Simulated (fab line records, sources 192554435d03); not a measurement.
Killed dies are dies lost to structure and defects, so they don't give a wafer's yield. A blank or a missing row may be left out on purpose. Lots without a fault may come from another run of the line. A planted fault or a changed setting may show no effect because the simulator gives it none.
Split-lot experiment | flow n5_finfet | 7 lots, 21 wafers read, on a route of 1938 steps

THE SPLIT
At N5_BEOL_M3_ETCH_70 (etches SOC in N2/H2, target depth 80 nm, overetch 16 nm, time 120 s), the setting source_w was moved away from the recipe's 840 W on 8 of the 21 wafers read, by -8.5% to +17.0%. The other wafers ran this setting at the recipe's value.

The reading is taken at the split's own step.

THE READING
rf_vpp_V, in V, at N5_BEOL_M3_ETCH_70 (etches SOC in N2/H2, target depth 80 nm, overetch 16 nm, time 120 s). Fault-free wafers of this fab line usually give 523.6 V, standard deviation 2.3 V.

wafer  | tool, chamber at the split | source_w as run, W | against the recipe | rf_vpp_V, V | against lot-mates on the recipe
L076.1 | rie_diel-04, 2             | 908.4              | +8.1%              | 506.9       | -14.9
L076.5 | rie_diel-04, 2             | 840                | recipe             | 520.4       | -
L076.6 | rie_diel-04, 1             | 840                | recipe             | 523.3       | -
L078.1 | rie_diel-02, 2             | 840                | recipe             | 528.8       | -
L078.2 | rie_diel-02, 1             | 779.1              | -7.3%              | 537.3       | +8.5
L078.4 | rie_diel-02, 1             | 779.1              | -7.3%              | 537.7       | +8.9
L080.1 | rie_diel-04, 1             | 982.8              | +17.0%             | 499.6       | -27.4
L080.2 | rie_diel-04, 0             | 982.8              | +17.0%             | 499.2       | -27.8
L080.5 | rie_diel-04, 0             | 840                | recipe             | 527.0       | -
L084.2 | rie_diel-01, 0             | 840                | recipe             | 521.3       | -
L084.3 | rie_diel-01, 3             | 840                | recipe             | 524.0       | -
L084.6 | rie_diel-01, 0             | 840                | recipe             | 521.9       | -
L090.1 | rie_diel-04, 2             | 840                | recipe             | 520.4       | -
L090.3 | rie_diel-04, 0             | 840                | recipe             | 526.2       | -
L090.5 | rie_diel-04, 3             | 840                | recipe             | 520.3       | -
L093.1 | rie_diel-01, 2             | 768.4              | -8.5%              | 536.5       | +13.0
L093.3 | rie_diel-01, 1             | 840                | recipe             | 525.6       | -
L093.4 | rie_diel-01, 0             | 840                | recipe             | 521.3       | -
L095.1 | rie_diel-01, 2             | 840                | recipe             | 519.0       | -
L095.3 | rie_diel-01, 0             | 974.1              | +16.0%             | 497.4       | -21.6
L095.6 | rie_diel-01, 3             | 974.1              | +16.0%             | 496.7       | -22.3

THE FIT
A straight line over all 21 wafers: rf_vpp_V changes by -1.58 V for each +1% of source_w; r = -0.97; the points scatter about the line by 2.9 V.
The same after taking each lot's own level away (the mean of its wafers on the recipe; 21 wafers): -1.49 V for each +1%; r = -0.99; scatter 1.9 V.
On that fit, the largest move of source_w shifts the reading by 25 V.
The lots' own levels span 519.00 to 528.80 V, that is 4.3 times the standard deviation above.
So the lot-to-lot level changes the slope little: the two slopes agree.
Check: with one of the wafers moved furthest among these (+17.0%) left out of the fit, the line predicts -25.1 V for it against its lot-mates. It came out at -27.4 V against them.
Tool readings at the split's step, against how far the setting was moved: rf_vpp_V r = -0.97.

OTHER SPLITS ON THESE WAFERS
These wafers also went through other splits before the reading. Each is held against what the fit with the lots' levels taken away leaves over:
other split on the same wafers         | wafers away from the commonest value | r with rf_vpp_V (lot level and that fit taken away)
N5_SDB_COAT_03 spin_rpm                | 10                                   | -0.30
N5_HKMG_FIN_ETCH_54 source_w           | 6                                    | -0.37
N5_HKMG_FIN_COAT_30 spin_rpm           | 4                                    | -0.03
N5_MOL_CONTACT_COAG_ETCH_105 bias_w    | 11                                   | -0.23
N5_MOL_CONTACT_COAG_ALD_133 ald_cycles | 9                                    | -0.22
N5_BEOL_M0_DEP_125 time_s              | 7                                    | -0.14
N5_BEOL_M1_ILD_DEP_00 time_s           | 7                                    | -0.30
N5_BEOL_M2_COAT_62 spin_rpm            | 9                                    | +0.10
N5_BEOL_M2_DESCUM_16 time_s            | 10                                   | -0.10

THE FILE'S OWN FIT
rf_vpp_V changes by -1.52 V for each +1% of source_w, r = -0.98.
